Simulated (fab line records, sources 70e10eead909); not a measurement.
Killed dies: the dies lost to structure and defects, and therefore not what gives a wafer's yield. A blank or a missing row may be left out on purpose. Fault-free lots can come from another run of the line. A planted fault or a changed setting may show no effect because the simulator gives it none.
Matching of chambers	flow nandHarc	NHARC_A_WL_FILL_STRIP_29 on rieDiel-10 has 4 sister chambers
The step strips in O2, time 20 s. 4 wafers are shown with their chamber, then 9 later ones without.

== WAFERS WITH THEIR CHAMBER ==
wafer	chamber	drypumpMotorCurrentA (A)
L092.2	0	6.0
L092.4	1	6.2
L092.5	3	5.6
L092.6	2	5.6

== WAFERS MISSING THEIR CHAMBER ==
wafer	drypumpMotorCurrentA (A)
L094.1	6.2
L094.2	6.0
L094.3	5.6
L094.4	5.6
L094.5	5.7
L094.6	6.1
L096.2	5.6
L096.3	6.2
L096.4	5.6

== THE CHAMBER EACH PASSED THROUGH ==
wafer	from the rows above	in truth
L094.1	1	1
L094.2	0	0
L094.3	can't be placed: 2 or 3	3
L094.4	can't be placed: 2 or 3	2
L094.5	can't be placed: 2 or 3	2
L094.6	can't be placed: 0 or 1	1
L096.2	can't be placed: 2 or 3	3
L096.3	1	1
L096.4	can't be placed: 2 or 3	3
Placed correctly: 3 of 9. From these rows, 6 cannot be placed; in 6 the true chamber is one of the candidates. Placed wrongly: 0.
How it was worked out, from the rows above alone: a wafer's distance from a chamber is the root of the sum, over the readings, of the square of ((its reading less the chamber's mean) divided by the reading's scatter). If the next closest chamber is less than 2 further off than the closest, the wafer can't be placed; otherwise it belongs to the closest. The mean given for a chamber averages the wafers shown for that chamber. The scatter: with one shown wafer a chamber, the root of the mean of the squares of how far each hidden wafer lies from its nearest shown one.
